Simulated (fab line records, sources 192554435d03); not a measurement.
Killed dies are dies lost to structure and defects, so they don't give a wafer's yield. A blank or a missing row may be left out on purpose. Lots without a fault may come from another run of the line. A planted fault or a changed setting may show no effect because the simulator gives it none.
Chamber matching | flow n5_finfet | N5_BEOL_M7_STRIP_67 on rie_diel-06: 4 sister chambers
The step strips in CF4. 20 wafers are shown with their chamber, then 10 later ones without.

WAFERS WITH THEIR CHAMBER
wafer  | chamber | drypump_motor_current_A (A) | showerhead_plenum_p_Torr (Torr) | throttle_valve_pct (%)
L075.2 | 0       | 5.7                         | 1.79                            | 13.70
L075.5 | 3       | 6.2                         | 1.79                            | 13.96
L075.6 | 0       | 5.7                         | 1.79                            | 13.70
L074.1 | 1       | 5.2                         | 1.79                            | 13.63
L074.2 | 0       | 5.7                         | 1.79                            | 13.71
L074.3 | 3       | 6.2                         | 1.79                            | 13.95
L078.2 | 2       | 5.6                         | 1.66                            | 13.72
L078.3 | 1       | 5.2                         | 1.79                            | 13.67
L078.4 | 3       | 6.2                         | 1.78                            | 13.99
L082.1 | 2       | 5.6                         | 1.66                            | 13.76
L082.4 | 1       | 5.2                         | 1.79                            | 13.67
L082.5 | 3       | 6.1                         | 1.78                            | 14.00
L086.1 | 2       | 5.6                         | 1.66                            | 13.75
L086.2 | 3       | 6.2                         | 1.78                            | 13.98
L086.4 | 0       | 5.7                         | 1.78                            | 13.73
L087.1 | 1       | 5.2                         | 1.79                            | 13.13
L087.3 | 0       | 5.7                         | 1.78                            | 13.76
L087.6 | 2       | 5.6                         | 1.66                            | 13.76
L090.3 | 1       | 5.2                         | 1.78                            | 13.15
L090.4 | 0       | 5.7                         | 1.78                            | 13.78

SIGNATURES (means of the wafers above)
reading                  | chamber 0 | chamber 1 | chamber 2 | chamber 3 | scatter within a chamber
drypump_motor_current_A  | 5.700     | 5.200     | 5.600     | 6.180     | 0.0224
showerhead_plenum_p_Torr | 1.7850    | 1.7880    | 1.6600    | 1.7840    | 0.00468
throttle_valve_pct       | 13.7300   | 13.4500   | 13.7475   | 13.9760   | 0.144
Rule: a wafer's distance from a chamber is the root of the sum, over the readings, of the square of ((its reading less the chamber's mean) divided by the reading's scatter). The wafer belongs to the nearest chamber; if the next one is less than 2 further off, it can't be placed. The scatter: the root of (the sum of the squares of (reading less its chamber's mean) over the shown wafers, divided by (wafers less chambers)).

WAFERS WITHOUT THEIR CHAMBER
wafer  | drypump_motor_current_A (A) | showerhead_plenum_p_Torr (Torr) | throttle_valve_pct (%)
L090.6 | 5.7                         | 1.78                            | 13.79
L093.4 | 5.6                         | 1.65                            | 13.81
L093.5 | 5.6                         | 1.66                            | 13.81
L093.6 | 5.2                         | 1.78                            | 13.15
L096.3 | 6.2                         | 1.78                            | 14.07
L096.5 | 5.2                         | 1.78                            | 13.17
L096.6 | 5.7                         | 1.65                            | 13.79
L097.1 | 6.2                         | 1.78                            | 14.07
L097.3 | 5.2                         | 1.78                            | 13.17
L097.5 | 6.2                         | 1.77                            | 14.06

WHICH CHAMBER EACH WENT THROUGH
wafer  | from the rows above | in truth
L090.6 | 0                   | 0
L093.4 | 2                   | 2
L093.5 | 2                   | 2
L093.6 | 1                   | 1
L096.3 | 3                   | 3
L096.5 | 1                   | 1
L096.6 | 2                   | 2
L097.1 | 3                   | 3
L097.3 | 1                   | 1
L097.5 | 3                   | 3
Placed correctly: 10 of 10. Can't be placed from these rows: 0. Placed wrongly: 0.
